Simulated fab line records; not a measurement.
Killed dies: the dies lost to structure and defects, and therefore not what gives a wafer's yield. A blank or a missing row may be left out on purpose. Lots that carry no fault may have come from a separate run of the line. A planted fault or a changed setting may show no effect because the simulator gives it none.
Matching of chambers	flow n5_finfet	4 sister chambers for N5_PMOS_HMC_CHANNEL_EPI_CMP_21 on cmp-04
The step polishes SiGe30, target thk 54 nm. 4 wafers are shown with their chamber, then 9 later ones without.

EACH WAFER AND ITS CHAMBER
wafer	chamber	motor_current_A (A)
L083.1	0	11.7
L085.4	3	11.6
L086.4	2	12.3
L088.2	1	13.0

WAFERS WHOSE CHAMBER IS MISSING
wafer	motor_current_A (A)
L088.4	13.8
L089.1	11.8
L091.2	11.8
L091.3	12.2
L092.1	12.2
L092.3	11.8
L092.4	12.8
L094.1	12.7
L094.2	12.5

WHICH CHAMBER EACH ONE RAN IN
wafer	from the rows above	in truth
L088.4	1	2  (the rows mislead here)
L089.1	can't be placed: 0 or 3 or 2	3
L091.2	can't be placed: 0 or 3 or 2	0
L091.3	can't be placed: 2 or 0 or 3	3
L092.1	can't be placed: 2 or 0 or 3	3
L092.3	can't be placed: 0 or 3 or 2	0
L092.4	can't be placed: 1 or 2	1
L094.1	can't be placed: 1 or 2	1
L094.2	can't be placed: 2 or 1 or 0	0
Correct placement for 0 of the 9. Unplaceable from these rows: 8, with the true chamber sitting among the candidates in 8. Placed wrongly: 1.
How it was worked out, from the rows above alone: a wafer's distance from a chamber is the root of the sum, over the readings, of the square of ((its reading less the chamber's mean) divided by the reading's scatter). If the next closest chamber is less than 2 further off than the closest, the wafer can't be placed; otherwise it belongs to the closest. A chamber's mean is the mean of its shown wafers. The scatter: root of mean squared gap, hidden wafer to nearest shown wafer, with one shown wafer a chamber.
